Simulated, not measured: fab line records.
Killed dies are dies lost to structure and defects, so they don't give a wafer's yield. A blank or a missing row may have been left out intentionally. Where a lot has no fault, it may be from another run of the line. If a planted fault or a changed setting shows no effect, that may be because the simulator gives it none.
Which of the tools did it? ; flow nandHarc ; Sampling: 11 lots, 33 wafers, 4 of 1302 route steps

## WHAT THE GAUGES SHOWED, per wafer
NHARC_P_M0_CD_MEAS_09: the cd target is 90 nm.
lot;measured;on;cdNm (nm)
L837;day 6 09:31;cdSem-02;90.3 90.3 90.7
L838;day 6 10:23;cdSem-01;89.8 90.2 90.7
L839;day 7 00:32;cdSem-03;89.8 89.3 89.7
L840;day 7 05:25;cdSem-02;88.9 89.2 89.3
L842;day 8 06:03;cdSem-01;91.2 89.7 89.7
L845;day 9 17:05;cdSem-03;90.2 90.6 90.2
L855;day 13 20:28;cdSem-01;107.3 106.8 106.1
L856;day 14 01:07;cdSem-02;103.4 104.2 103.7
L857;day 14 14:19;cdSem-01;89.7 89.9 89.6
L859;day 15 03:25;cdSem-02;90.4 90.5 90.8
L860;day 15 15:01;cdSem-01;88.9 89.5 89.6

## EACH LOT AND THE TOOL THAT RAN IT (in order: tool; ch and the chambers of the sampled wafers; start)
lot;NHARC_P_CONTACT_DESCUM_17;NHARC_P_CONTACT_ETCH_36;NHARC_P_M0_EXPOSE_06
L837;rieDiel-08 ch 1,2,3, day 6 05:33;rieDiel-08 ch 0,1,3, day 6 09:22 or earlier;arfiScanner-02 ch 0, day 6 09:22
L838;rieDiel-08 ch 0,2,3, day 6 06:34;rieDiel-08 ch 0,1,3, day 6 10:15 or earlier;arfiScanner-02 ch 0, day 6 10:15
L839;rieDiel-08 ch 1,2, day 6 20:39;rieDiel-08 ch 0,1,3, day 7 00:24 or earlier;arfiScanner-02 ch 0, day 7 00:24
L840;rieDiel-07 ch 1,2,3, day 7 01:26;rieDiel-07 ch 0,1, day 7 05:16 or earlier;arfiScanner-01 ch 0, day 7 05:16
L842;rieDiel-02 ch 0,2,3, day 8 01:40;rieDiel-02 ch 0,2,3, day 8 05:55 or earlier;arfiScanner-02 ch 0, day 8 05:55
L845;rieDiel-07 ch 1,2,3, day 9 13:07;rieDiel-07 ch 1,2,3, day 9 16:56 or earlier;arfiScanner-01 ch 0, day 9 16:56
L855;rieDiel-07 ch 0,1,3, day 13 16:28;rieDiel-07 ch 0,2,3, day 13 20:19 or earlier;arfiScanner-03 ch 0, day 13 20:19
L856;rieDiel-02 ch 1,2,3, day 13 21:16;rieDiel-02 ch 0,1,2, day 14 00:58 or earlier;arfiScanner-03 ch 0, day 14 00:58
L857;rieDiel-08 ch 2,3, day 14 09:44;rieDiel-08 ch 2,3, day 14 14:10 or earlier;arfiScanner-01 ch 0, day 14 14:10
L859;rieDiel-02 ch 2,3, day 14 23:34;rieDiel-02 ch 2,3, day 15 03:17 or earlier;arfiScanner-01 ch 0, day 15 03:17
L860;rieDiel-08 ch 0,1,2, day 15 11:10;rieDiel-08 ch 0,2,3, day 15 14:53 or earlier;arfiScanner-01 ch 0, day 15 14:53
- NHARC_P_CONTACT_DESCUM_17: chemistry O2, time 3 s.
- NHARC_P_CONTACT_ETCH_36: etches the open film in N2/H2, target depth 260 nm, time 406.25 s.
- NHARC_P_M0_EXPOSE_06: exposes mask P M0, target cd 90 nm.

## THE ANSWER, worked out from the rows above alone
Rule: the lots themselves supply what counts as usual. Put in order of their means at a reading, lots are off if they are a third of the lots or fewer, leave a main group of 4 or more, and stand apart from it by a gap of 3 or more times the standard deviation of the main group's means; of several such gaps the widest counts. The tables above print the reading to a certain number of digits; a main group whose means all agree to those digits is not used. A lot without any number at a reading at which 4 lots or more have one is off too. All remaining lots with rows at the step are treated as sound.
Off at NHARC_P_M0_CD_MEAS_09 (cdNm): L855, L856. The main group has a mean of 90.0 nm with a standard deviation of 0.49.
If a tool, at a process step before that reading, ran all the lots that are off and no sound lot after the first of them, it fits. Gauges at NHARC_P_M0_CD_MEAS_09: tried the same way as those tools. With no start given for some of its lots, NHARC_P_CONTACT_ETCH_36 uses the hours and lot order of NHARC_P_M0_EXPOSE_06. One candidate fits, namely arfiScanner-03 at NHARC_P_M0_EXPOSE_06. It ran no sound lot before its first lot that is off in this sample, so the start can't be narrowed down.

## WHAT THE SIMULATOR HAD INSERTED
Drift in process parameters on arfiScanner-03 at NHARC_P_M0_EXPOSE_06, starting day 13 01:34. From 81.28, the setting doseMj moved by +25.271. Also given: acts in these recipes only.
Shown lots that were struck: L855, L856. The rule above found the same.
